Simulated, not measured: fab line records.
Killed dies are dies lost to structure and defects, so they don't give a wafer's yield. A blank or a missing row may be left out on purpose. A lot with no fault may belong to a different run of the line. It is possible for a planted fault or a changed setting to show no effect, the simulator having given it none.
Which tool did it? :: flow n5_finfet :: 24 lots, 72 wafers sampled, at 6 steps of a route of 1938

== WHAT THE GAUGES SHOWED, per wafer ==
N5_BEOL_M5_OCD_MEAS_38. Usual: trench_depth_nm 71.8 nm, standard deviation 1.2.
lot: L074
measured: day 7 22:19
on: ocd-01
trench_depth_nm (nm): 71.4 70.0 73.0
flag: 

lot: L075
measured: day 8 05:06
on: ocd-01
trench_depth_nm (nm): 70.9 71.1 72.3
flag: 

lot: L076
measured: day 8 15:57
on: ocd-01
trench_depth_nm (nm): 70.7 72.0 69.8
flag: 

lot: L077
measured: day 8 16:47
on: ocd-02
trench_depth_nm (nm): 71.1 72.2 70.3
flag: 

lot: L078
measured: day 9 03:04
on: ocd-02
trench_depth_nm (nm): 70.4 73.8 72.2
flag: 

lot: L079
measured: day 9 05:54
on: ocd-01
trench_depth_nm (nm): 73.4 74.2 72.2
flag: 

lot: L080
measured: day 9 12:13
on: ocd-02
trench_depth_nm (nm): 72.5 72.7 71.5
flag: 

lot: L081
measured: day 9 21:54
on: ocd-02
trench_depth_nm (nm): 74.0 73.0 74.2
flag: 

lot: L082
measured: day 10 06:06
on: ocd-01
trench_depth_nm (nm): 71.1 72.6 71.2
flag: 

lot: L083
measured: day 10 06:59
on: ocd-02
trench_depth_nm (nm): 74.5 71.3 71.1
flag: 

lot: L084
measured: day 10 16:29
on: ocd-02
trench_depth_nm (nm): 74.0 71.2 71.3
flag: 

lot: L085
measured: day 11 01:40
on: ocd-01
trench_depth_nm (nm): 72.2 70.9 70.7
flag: 

lot: L086
measured: day 11 03:40
on: ocd-02
trench_depth_nm (nm): 70.7 70.6 71.6
flag: 

lot: L087
measured: day 11 07:24
on: ocd-01
trench_depth_nm (nm): 71.1 70.7 70.9
flag: 

lot: L089
measured: day 11 20:14
on: ocd-01
trench_depth_nm (nm): 71.0 71.3 70.7
flag: 

lot: L088
measured: day 12 02:19
on: ocd-02
trench_depth_nm (nm): 70.1 70.6 71.9
flag: 

lot: L090
measured: day 12 01:55
on: ocd-01
trench_depth_nm (nm): 71.4 70.7 71.5
flag: 

lot: L093
measured: day 12 18:53
on: ocd-02
trench_depth_nm (nm): 71.9 71.6 71.0
flag: 

lot: L091
measured: day 12 21:17
on: ocd-02
trench_depth_nm (nm): 72.3 73.1 71.6
flag: 

lot: L092
measured: day 12 22:29
on: ocd-02
trench_depth_nm (nm): 70.5 73.8 70.5
flag: 

lot: L094
measured: day 13 03:43
on: ocd-02
trench_depth_nm (nm): 72.2 72.5 72.5
flag: 

lot: L095
measured: day 13 04:25
on: ocd-01
trench_depth_nm (nm): 74.0 72.2 72.6
flag: 

lot: L096
measured: day 14 02:41
on: ocd-01
trench_depth_nm (nm): 70.8 71.7 73.3
flag: 

lot: L097
measured: day 14 12:30
on: ocd-01
trench_depth_nm (nm): 71.1 71.0 74.2
flag: 

N5_BEOL_M5_THK_MEAS_53: measures by xrf. Usual: M5_THK typically reads 61.5 nm, with standard deviation 1.5.
lot: L074
measured: day 8 07:41
on: film_metro-02
M5_THK (nm): 61.8 59.7 62.9
flag: 

lot: L075
measured: day 8 14:47
on: film_metro-02
M5_THK (nm): 59.7 60.6 63.5
flag: 

lot: L076
measured: day 9 00:43
on: film_metro-02
M5_THK (nm): 61.7 60.9 60.0
flag: 

lot: L077
measured: day 9 01:31
on: film_metro-01
M5_THK (nm): 59.9 61.9 59.6
flag: 

lot: L078
measured: day 9 13:32
on: film_metro-02
M5_THK (nm): 61.0 63.0 61.3
flag: 

lot: L079
measured: day 9 15:02
on: film_metro-02
M5_THK (nm): 63.6 64.8 61.9
flag: 

lot: L080
measured: day 10 00:41
on: film_metro-01
M5_THK (nm): 63.6 64.4 61.9
flag: 

lot: L081
measured: day 10 06:47
on: film_metro-01
M5_THK (nm): 63.9 64.1 63.6
flag: 

lot: L082
measured: day 10 12:19
on: film_metro-01
M5_THK (nm): 61.1 61.7 60.8
flag: 

lot: L083
measured: day 10 14:35
on: film_metro-02
M5_THK (nm): 65.3 60.2 60.3
flag: 

lot: L084
measured: day 10 22:59
on: film_metro-01
M5_THK (nm): 63.8 60.1 59.8
flag: 

lot: L085
measured: day 11 08:03
on: film_metro-01
M5_THK (nm): 62.7 61.2 61.7
flag: 

lot: L086
measured: day 11 12:35
on: film_metro-01
M5_THK (nm): 61.0 59.6 61.8
flag: 

lot: L087
measured: day 11 14:25
on: film_metro-02
M5_THK (nm): 60.2 59.7 58.7
flag: 

lot: L089
measured: day 12 03:10
on: film_metro-02
M5_THK (nm): 61.4 60.6 60.1
flag: 

lot: L088
measured: day 12 09:42
on: film_metro-02
M5_THK (nm): 59.7 60.4 60.4
flag: 

lot: L090
measured: day 12 08:53
on: film_metro-02
M5_THK (nm): 61.2 61.4 60.5
flag: 

lot: L093
measured: day 13 01:29
on: film_metro-01
M5_THK (nm): 58.1 59.8 59.5
flag: 

lot: L091
measured: day 13 06:44
on: film_metro-01
M5_THK (nm): 61.5 63.6 61.6
flag: 

lot: L092
measured: day 13 08:43
on: film_metro-02
M5_THK (nm): 60.1 62.5 58.3
flag: 

lot: L094
measured: day 13 10:29
on: film_metro-02
M5_THK (nm): 62.5 62.8 62.6
flag: 

lot: L095
measured: day 13 12:16
on: film_metro-02
M5_THK (nm): 64.6 62.2 63.2
flag: 

lot: L096
measured: day 14 10:17
on: film_metro-01
M5_THK (nm): 61.0 62.8 65.2
flag: 

lot: L097
measured: day 14 20:37
on: film_metro-01
M5_THK (nm): 60.5 60.1 63.6
flag: 

N5_BEOL_M5_RS_MEAS_57: uses a four-point probe to measure. Usual: M5_RS typically reads 0.386 ohm/sq, with standard deviation 0.011.
lot: L074
measured: day 8 07:57
on: film_metro-02
M5_RS (ohm/sq): 0.386 0.402 0.375
flag: 

lot: L075
measured: day 8 15:02
on: film_metro-01
M5_RS (ohm/sq): 0.398 0.393 0.373
flag: 

lot: L076
measured: day 9 00:58
on: film_metro-02
M5_RS (ohm/sq): 0.380 0.388 0.395
flag: 

lot: L077
measured: day 9 01:46
on: film_metro-01
M5_RS (ohm/sq): 0.392 0.377 0.393
flag: 

lot: L078
measured: day 9 13:47
on: film_metro-01
M5_RS (ohm/sq): 0.389 0.374 0.384
flag: 

lot: L079
measured: day 9 15:21
on: film_metro-01
M5_RS (ohm/sq): 0.369 0.361 0.383
flag: 

lot: L080
measured: day 10 01:02
on: film_metro-02
M5_RS (ohm/sq): 0.372 0.364 0.383
flag: 

lot: L081
measured: day 10 07:05
on: film_metro-01
M5_RS (ohm/sq): 0.366 0.366 0.369
flag: 

lot: L082
measured: day 10 12:43
on: film_metro-01
M5_RS (ohm/sq): 0.393 0.385 0.393
flag: 

lot: L083
measured: day 10 14:51
on: film_metro-01
M5_RS (ohm/sq): 0.363 0.397 0.394
flag: 

lot: L084
measured: day 10 23:15
on: film_metro-02
M5_RS (ohm/sq): 0.367 0.395 0.397
flag: 

lot: L085
measured: day 11 08:19
on: film_metro-02
M5_RS (ohm/sq): 0.378 0.388 0.382
flag: 

lot: L086
measured: day 11 13:04
on: film_metro-02
M5_RS (ohm/sq): 0.388 0.397 0.382
flag: 

lot: L087
measured: day 11 14:54
on: film_metro-01
M5_RS (ohm/sq): 0.396 0.401 0.408
flag: 

lot: L089
measured: day 12 03:25
on: film_metro-02
M5_RS (ohm/sq): 0.385 0.391 0.395
flag: 

lot: L088
measured: day 12 09:58
on: film_metro-01
M5_RS (ohm/sq): 0.399 0.395 0.396
flag: 

lot: L090
measured: day 12 09:11
on: film_metro-01
M5_RS (ohm/sq): 0.385 0.386 0.391
flag: 

lot: L093
measured: day 13 01:45
on: film_metro-01
M5_RS (ohm/sq): 0.412 0.401 0.404
flag: 

lot: L091
measured: day 13 07:00
on: film_metro-02
M5_RS (ohm/sq): 0.390 0.375 0.389
flag: 

lot: L092
measured: day 13 08:59
on: film_metro-01
M5_RS (ohm/sq): 0.392 0.377 0.408
flag: 

lot: L094
measured: day 13 10:44
on: film_metro-02
M5_RS (ohm/sq): 0.383 0.380 0.383
flag: 

lot: L095
measured: day 13 12:31
on: film_metro-02
M5_RS (ohm/sq): 0.365 0.380 0.375
flag: 

lot: L096
measured: day 14 10:34
on: film_metro-01
M5_RS (ohm/sq): 0.391 0.377 0.362
flag: 

lot: L097
measured: day 14 20:53
on: film_metro-01
M5_RS (ohm/sq): 0.394 0.396 0.369
flag: 

N5_BEOL_M6_THK_MEAS_01. Usual: M6_ILD_THK typically reads 155.5 nm, with standard deviation 1.9.
lot: L074
measured: day 8 09:04
on: film_metro-02
M6_ILD_THK (nm): 156.0 158.7 157.1
flag: 

lot: L075
measured: day 8 15:41
on: film_metro-02
M6_ILD_THK (nm): 153.0 155.8 155.9
flag: 

lot: L076
measured: day 9 01:37
on: film_metro-01
M6_ILD_THK (nm): 151.3 155.3 157.8
flag: 

lot: L077
measured: day 9 02:25
on: film_metro-02
M6_ILD_THK (nm): 155.4 155.5 157.9
flag: 

lot: L078
measured: day 9 14:55
on: film_metro-01
M6_ILD_THK (nm): 151.8 156.7 155.3
flag: 

lot: L079
measured: day 9 16:01
on: film_metro-01
M6_ILD_THK (nm): 153.2 153.0 154.9
flag: 

lot: L080
measured: day 10 01:41
on: film_metro-01
M6_ILD_THK (nm): 156.3 156.0 156.7
flag: 

lot: L081
measured: day 10 07:43
on: film_metro-01
M6_ILD_THK (nm): 153.3 155.4 156.3
flag: 

lot: L082
measured: day 10 13:22
on: film_metro-01
M6_ILD_THK (nm): 153.1 156.5 155.3
flag: 

lot: L083
measured: day 10 15:29
on: film_metro-01
M6_ILD_THK (nm): 154.4 154.8 153.4
flag: 

lot: L084
measured: day 10 23:53
on: film_metro-01
M6_ILD_THK (nm): 153.0 157.0 154.1
flag: 

lot: L085
measured: day 11 08:58
on: film_metro-01
M6_ILD_THK (nm): 155.8 156.8 160.6
flag: 

lot: L086
measured: day 11 13:43
on: film_metro-02
M6_ILD_THK (nm): 154.3 154.1 156.6
flag: 

lot: L087
measured: day 11 15:32
on: film_metro-01
M6_ILD_THK (nm): 152.8 156.1 157.5
flag: 

lot: L089
measured: day 12 04:04
on: film_metro-01
M6_ILD_THK (nm): 156.1 156.2 158.9
flag: 

lot: L088
measured: day 12 10:37
on: film_metro-01
M6_ILD_THK (nm): 157.0 158.0 157.6
flag: 

lot: L090
measured: day 12 09:49
on: film_metro-02
M6_ILD_THK (nm): 153.7 153.1 157.0
flag: 

lot: L093
measured: day 13 02:23
on: film_metro-01
M6_ILD_THK (nm): 153.0 155.1 156.4
flag: 

lot: L091
measured: day 13 08:09
on: film_metro-01
M6_ILD_THK (nm): 152.1 155.6 155.0
flag: 

lot: L092
measured: day 13 10:06
on: film_metro-02
M6_ILD_THK (nm): 154.0 153.2 157.5
flag: 

lot: L094
measured: day 13 11:23
on: film_metro-01
M6_ILD_THK (nm): 153.5 156.0 156.7
flag: 

lot: L095
measured: day 13 13:10
on: film_metro-01
M6_ILD_THK (nm): 154.1 156.8 157.8
flag: 

lot: L096
measured: day 14 11:13
on: film_metro-01
M6_ILD_THK (nm): 155.2 157.8 154.8
flag: 

lot: L097
measured: day 14 21:31
on: film_metro-02
M6_ILD_THK (nm): 154.8 154.0 156.3
flag: 

== EACH LOT AND THE TOOL THAT RAN IT (in order: tool; ch and the chambers of the sampled wafers; start) ==
lot: L074
N5_BEOL_M5_DESCUM_16: rie_diel-02 ch 0,1,3, day 7 21:02
N5_BEOL_M5_ANNEAL_82: pvd_sputter-01, day 8 00:32

lot: L075
N5_BEOL_M5_DESCUM_16: rie_diel-04 ch 0,1,3, day 8 03:32
N5_BEOL_M5_ANNEAL_82: pvd_sputter-02, day 8 07:55

lot: L076
N5_BEOL_M5_DESCUM_16: rie_diel-04 ch 0,1,3, day 8 13:45
N5_BEOL_M5_ANNEAL_82: pvd_sputter-01, day 8 18:10

lot: L077
N5_BEOL_M5_DESCUM_16: rie_diel-03 ch 2,3, day 8 15:31
N5_BEOL_M5_ANNEAL_82: pvd_sputter-02, day 8 19:22

lot: L078
N5_BEOL_M5_DESCUM_16: rie_diel-04 ch 0,1,3, day 9 01:23
N5_BEOL_M5_ANNEAL_82: pvd_sputter-02, day 9 05:23

lot: L079
N5_BEOL_M5_DESCUM_16: rie_diel-04 ch 0,1,3, day 9 04:37
N5_BEOL_M5_ANNEAL_82: pvd_sputter-01, day 9 08:21

lot: L080
N5_BEOL_M5_DESCUM_16: rie_diel-02 ch 0,1,2, day 9 10:56
N5_BEOL_M5_ANNEAL_82: pvd_sputter-03, day 9 16:10

lot: L081
N5_BEOL_M5_DESCUM_16: rie_diel-02 ch 0,1,2, day 9 20:08
N5_BEOL_M5_ANNEAL_82: pvd_sputter-02, day 10 00:17

lot: L082
N5_BEOL_M5_DESCUM_16: rie_diel-03 ch 1,2, day 10 04:36
N5_BEOL_M5_ANNEAL_82: pvd_sputter-02, day 10 08:21

lot: L083
N5_BEOL_M5_DESCUM_16: rie_diel-03 ch 0,1,2, day 10 05:40
N5_BEOL_M5_ANNEAL_82: pvd_sputter-01, day 10 10:37

lot: L084
N5_BEOL_M5_DESCUM_16: rie_diel-03 ch 0,1,2, day 10 14:55
N5_BEOL_M5_ANNEAL_82: pvd_sputter-01, day 10 19:01

lot: L085
N5_BEOL_M5_DESCUM_16: rie_diel-02 ch 0,1,2, day 11 00:22
N5_BEOL_M5_ANNEAL_82: pvd_sputter-03, day 11 04:05

lot: L086
N5_BEOL_M5_DESCUM_16: rie_diel-02 ch 0,1,3, day 11 02:17
N5_BEOL_M5_ANNEAL_82: pvd_sputter-02, day 11 07:53

lot: L087
N5_BEOL_M5_DESCUM_16: rie_diel-04 ch 1,2,3, day 11 04:32
N5_BEOL_M5_ANNEAL_82: pvd_sputter-03, day 11 10:26

lot: L089
N5_BEOL_M5_DESCUM_16: rie_diel-03 ch 0,1,3, day 11 18:54
N5_BEOL_M5_ANNEAL_82: pvd_sputter-01, day 11 22:31

lot: L088
N5_BEOL_M5_DESCUM_16: rie_diel-02 ch 0,1, day 11 23:14
N5_BEOL_M5_ANNEAL_82: pvd_sputter-03, day 12 05:43

lot: L090
N5_BEOL_M5_DESCUM_16: rie_diel-03 ch 0,2,3, day 12 00:00
N5_BEOL_M5_ANNEAL_82: pvd_sputter-01, day 12 04:38

lot: L093
N5_BEOL_M5_DESCUM_16: rie_diel-04 ch 1,2,3, day 12 16:36
N5_BEOL_M5_ANNEAL_82: pvd_sputter-01, day 12 21:30

lot: L091
N5_BEOL_M5_DESCUM_16: rie_diel-04 ch 1,2,3, day 12 17:56
N5_BEOL_M5_ANNEAL_82: pvd_sputter-01, day 13 02:23

lot: L092
N5_BEOL_M5_DESCUM_16: rie_diel-04 ch 1,2,3, day 12 20:40
N5_BEOL_M5_ANNEAL_82: pvd_sputter-03, day 13 03:44

lot: L094
N5_BEOL_M5_DESCUM_16: rie_diel-03 ch 0,1,2, day 12 21:45
N5_BEOL_M5_ANNEAL_82: pvd_sputter-02, day 13 06:21

lot: L095
N5_BEOL_M5_DESCUM_16: rie_diel-02 ch 0,1,2, day 13 02:33
N5_BEOL_M5_ANNEAL_82: pvd_sputter-01, day 13 08:06

lot: L096
N5_BEOL_M5_DESCUM_16: rie_diel-03 ch 1,2, day 13 23:56
N5_BEOL_M5_ANNEAL_82: pvd_sputter-01, day 14 06:19

lot: L097
N5_BEOL_M5_DESCUM_16: rie_diel-03 ch 1,2, day 14 10:59
N5_BEOL_M5_ANNEAL_82: pvd_sputter-03, day 14 16:22
- N5_BEOL_M5_DESCUM_16: chemistry O2, time 7 s.
- N5_BEOL_M5_ANNEAL_82: time 1800 s.

== AS READ BY THE TOOLS THEMSELVES (means over the sampled wafers that have a number; for cases with no such wafer, the mark the record gives instead) ==
N5_BEOL_M5_DESCUM_16. Usual: drypump_motor_current_A 5.8 A, standard deviation 0.45; o2_flow_sccm 225.0 sccm, standard deviation 0.62; oes_product_au 0.78 a.u., standard deviation 0.09; rf_vpp_V 242.6 V, standard deviation 1.3; showerhead_plenum_p_Torr 2.05 Torr, standard deviation 0.069; throttle_valve_pct 20.37 %, standard deviation 0.28.
lot: L074
tool: rie_diel-02
drypump_motor_current_A (A): 5.9
o2_flow_sccm (sccm): 225.6
oes_product_au (a.u.): 0.73
rf_vpp_V (V): 242.5
showerhead_plenum_p_Torr (Torr): 2.05
throttle_valve_pct (%): 20.24
flag: 

lot: L075
tool: rie_diel-04
drypump_motor_current_A (A): 5.9
o2_flow_sccm (sccm): 225.5
oes_product_au (a.u.): 0.73
rf_vpp_V (V): 243.2
showerhead_plenum_p_Torr (Torr): 2.11
throttle_valve_pct (%): 20.54
flag: 

lot: L076
tool: rie_diel-04
drypump_motor_current_A (A): 5.8
o2_flow_sccm (sccm): 224.7
oes_product_au (a.u.): 0.72
rf_vpp_V (V): 244.0
showerhead_plenum_p_Torr (Torr): 2.11
throttle_valve_pct (%): 20.54
flag: 

lot: L077
tool: rie_diel-03
drypump_motor_current_A (A): 6.2
o2_flow_sccm (sccm): 224.6
oes_product_au (a.u.): 0.78
rf_vpp_V (V): 241.9
showerhead_plenum_p_Torr (Torr): 2.01
throttle_valve_pct (%): 20.40
flag: 

lot: L078
tool: rie_diel-04
drypump_motor_current_A (A): 5.8
o2_flow_sccm (sccm): 225.2
oes_product_au (a.u.): 0.72
rf_vpp_V (V): 242.7
showerhead_plenum_p_Torr (Torr): 2.11
throttle_valve_pct (%): 20.56
flag: 

lot: L079
tool: rie_diel-04
drypump_motor_current_A (A): 5.8
o2_flow_sccm (sccm): 225.1
oes_product_au (a.u.): 0.72
rf_vpp_V (V): 243.5
showerhead_plenum_p_Torr (Torr): 2.11
throttle_valve_pct (%): 20.56
flag: 

lot: L080
tool: rie_diel-02
drypump_motor_current_A (A): 5.5
o2_flow_sccm (sccm): 225.0
oes_product_au (a.u.): 0.81
rf_vpp_V (V): 242.2
showerhead_plenum_p_Torr (Torr): 2.02
throttle_valve_pct (%): 20.19
flag: 

lot: L081
tool: rie_diel-02
drypump_motor_current_A (A): 5.5
o2_flow_sccm (sccm): 224.8
oes_product_au (a.u.): 0.81
rf_vpp_V (V): 242.1
showerhead_plenum_p_Torr (Torr): 2.02
throttle_valve_pct (%): 20.18
flag: 

lot: L082
tool: rie_diel-03
drypump_motor_current_A (A): 5.7
o2_flow_sccm (sccm): 224.6
oes_product_au (a.u.): 0.80
rf_vpp_V (V): 242.3
showerhead_plenum_p_Torr (Torr): 2.04
throttle_valve_pct (%): 20.29
flag: 

lot: L083
tool: rie_diel-03
drypump_motor_current_A (A): 5.7
o2_flow_sccm (sccm): 225.2
oes_product_au (a.u.): 0.82
rf_vpp_V (V): 242.6
showerhead_plenum_p_Torr (Torr): 2.04
throttle_valve_pct (%): 20.36
flag: 

lot: L084
tool: rie_diel-03
drypump_motor_current_A (A): 5.7
o2_flow_sccm (sccm): 225.2
oes_product_au (a.u.): 0.81
rf_vpp_V (V): 242.8
showerhead_plenum_p_Torr (Torr): 2.04
throttle_valve_pct (%): 20.37
flag: 

lot: L085
tool: rie_diel-02
drypump_motor_current_A (A): 5.5
o2_flow_sccm (sccm): 225.6
oes_product_au (a.u.): 0.80
rf_vpp_V (V): 242.7
showerhead_plenum_p_Torr (Torr): 2.02
throttle_valve_pct (%): 20.20
flag: 

lot: L086
tool: rie_diel-02
drypump_motor_current_A (A): 5.9
o2_flow_sccm (sccm): 225.1
oes_product_au (a.u.): 0.80
rf_vpp_V (V): 242.4
showerhead_plenum_p_Torr (Torr): 2.05
throttle_valve_pct (%): 20.15
flag: 

lot: L087
tool: rie_diel-04
drypump_motor_current_A (A): 5.9
o2_flow_sccm (sccm): 225.3
oes_product_au (a.u.): 0.79
rf_vpp_V (V): 243.5
showerhead_plenum_p_Torr (Torr): 2.09
throttle_valve_pct (%): 20.40
flag: 

lot: L089
tool: rie_diel-03
drypump_motor_current_A (A): 5.7
o2_flow_sccm (sccm): 224.9
oes_product_au (a.u.): 0.82
rf_vpp_V (V): 242.3
showerhead_plenum_p_Torr (Torr): 2.05
throttle_valve_pct (%): 20.41
flag: 

lot: L088
tool: rie_diel-02
drypump_motor_current_A (A): 5.7
o2_flow_sccm (sccm): 225.1
oes_product_au (a.u.): 0.73
rf_vpp_V (V): 243.5
showerhead_plenum_p_Torr (Torr): 2.03
throttle_valve_pct (%): 20.43
flag: 

lot: L090
tool: rie_diel-03
drypump_motor_current_A (A): 6.2
o2_flow_sccm (sccm): 224.9
oes_product_au (a.u.): 0.74
rf_vpp_V (V): 242.2
showerhead_plenum_p_Torr (Torr): 2.00
throttle_valve_pct (%): 20.50
flag: 

lot: L093
tool: rie_diel-04
drypump_motor_current_A (A): 5.9
o2_flow_sccm (sccm): 225.2
oes_product_au (a.u.): 0.77
rf_vpp_V (V): 242.5
showerhead_plenum_p_Torr (Torr): 2.09
throttle_valve_pct (%): 20.40
flag: 

lot: L091
tool: rie_diel-04
drypump_motor_current_A (A): 5.9
o2_flow_sccm (sccm): 224.7
oes_product_au (a.u.): 0.78
rf_vpp_V (V): 244.0
showerhead_plenum_p_Torr (Torr): 2.09
throttle_valve_pct (%): 20.41
flag: 

lot: L092
tool: rie_diel-04
drypump_motor_current_A (A): 5.9
o2_flow_sccm (sccm): 223.8
oes_product_au (a.u.): 0.78
rf_vpp_V (V): 241.7
showerhead_plenum_p_Torr (Torr): 2.09
throttle_valve_pct (%): 20.42
flag: 

lot: L094
tool: rie_diel-03
drypump_motor_current_A (A): 5.7
o2_flow_sccm (sccm): 225.2
oes_product_au (a.u.): 0.79
rf_vpp_V (V): 243.2
showerhead_plenum_p_Torr (Torr): 2.04
throttle_valve_pct (%): 20.40
flag: 

lot: L095
tool: rie_diel-02
drypump_motor_current_A (A): 5.5
o2_flow_sccm (sccm): 225.1
oes_product_au (a.u.): 0.78
rf_vpp_V (V): 242.5
showerhead_plenum_p_Torr (Torr): 2.02
throttle_valve_pct (%): 20.21
flag: 

lot: L096
tool: rie_diel-03
drypump_motor_current_A (A): 5.7
o2_flow_sccm (sccm): 225.0
oes_product_au (a.u.): 0.77
rf_vpp_V (V): 242.5
showerhead_plenum_p_Torr (Torr): 2.03
throttle_valve_pct (%): 20.34
flag: 

lot: L097
tool: rie_diel-03
drypump_motor_current_A (A): 5.2
o2_flow_sccm (sccm): 225.1
oes_product_au (a.u.): 0.83
rf_vpp_V (V): 243.5
showerhead_plenum_p_Torr (Torr): 2.08
throttle_valve_pct (%): 20.26
flag: 

N5_BEOL_M5_ANNEAL_82. Usual: heater_power_w 864 W, standard deviation 74.
lot: L074
tool: pvd_sputter-01
heater_power_w (W): 856
flag: 

lot: L075
tool: pvd_sputter-02
heater_power_w (W): 898
flag: 

lot: L076
tool: pvd_sputter-01
heater_power_w (W): 883
flag: 

lot: L077
tool: pvd_sputter-02
heater_power_w (W): 848
flag: 

lot: L078
tool: pvd_sputter-02
heater_power_w (W): 961
flag: 

lot: L079
tool: pvd_sputter-01
heater_power_w (W): 889
flag: 

lot: L080
tool: pvd_sputter-03
heater_power_w (W): 790
flag: 

lot: L081
tool: pvd_sputter-02
heater_power_w (W): 892
flag: 

lot: L082
tool: pvd_sputter-02
heater_power_w (W): 873
flag: 

lot: L083
tool: pvd_sputter-01
heater_power_w (W): 889
flag: 

lot: L084
tool: pvd_sputter-01
heater_power_w (W): 883
flag: 

lot: L085
tool: pvd_sputter-03
heater_power_w (W): 824
flag: 

lot: L086
tool: pvd_sputter-02
heater_power_w (W): 993
flag: 

lot: L087
tool: pvd_sputter-03
heater_power_w (W): 751
flag: 

lot: L089
tool: pvd_sputter-01
heater_power_w (W): 852
flag: 

lot: L088
tool: pvd_sputter-03
heater_power_w (W): 758
flag: 

lot: L090
tool: pvd_sputter-01
heater_power_w (W): 873
flag: 

lot: L093
tool: pvd_sputter-01
heater_power_w (W): 849
flag: 

lot: L091
tool: pvd_sputter-01
heater_power_w (W): 884
flag: 

lot: L092
tool: pvd_sputter-03
heater_power_w (W): 826
flag: 

lot: L094
tool: pvd_sputter-02
heater_power_w (W): 973
flag: 

lot: L095
tool: pvd_sputter-01
heater_power_w (W): 840
flag: 

lot: L096
tool: pvd_sputter-01
heater_power_w (W): 855
flag: 

lot: L097
tool: pvd_sputter-03
heater_power_w (W): 754
flag: 

== THE ANSWER, worked out from the rows above alone ==
Rule: lot off if the mean of its wafers having a number is beyond 3 standard deviations from the usual mean. Also off: a lot with no number at a reading for which 4 or more lots have one. The other lots that the step has rows for count as sound. After the gauges, taken in route order, come the tools' own readings; for these a lot's mean is taken, as printed above. The first step at which some lot is off is used, and at that step the reading that is off furthest; a lot without a number counts as furthest.
Nothing can be told from this: no lot is off at any reading shown.

== WHAT HAD BEEN PUT IN BY THE SIMULATOR ==
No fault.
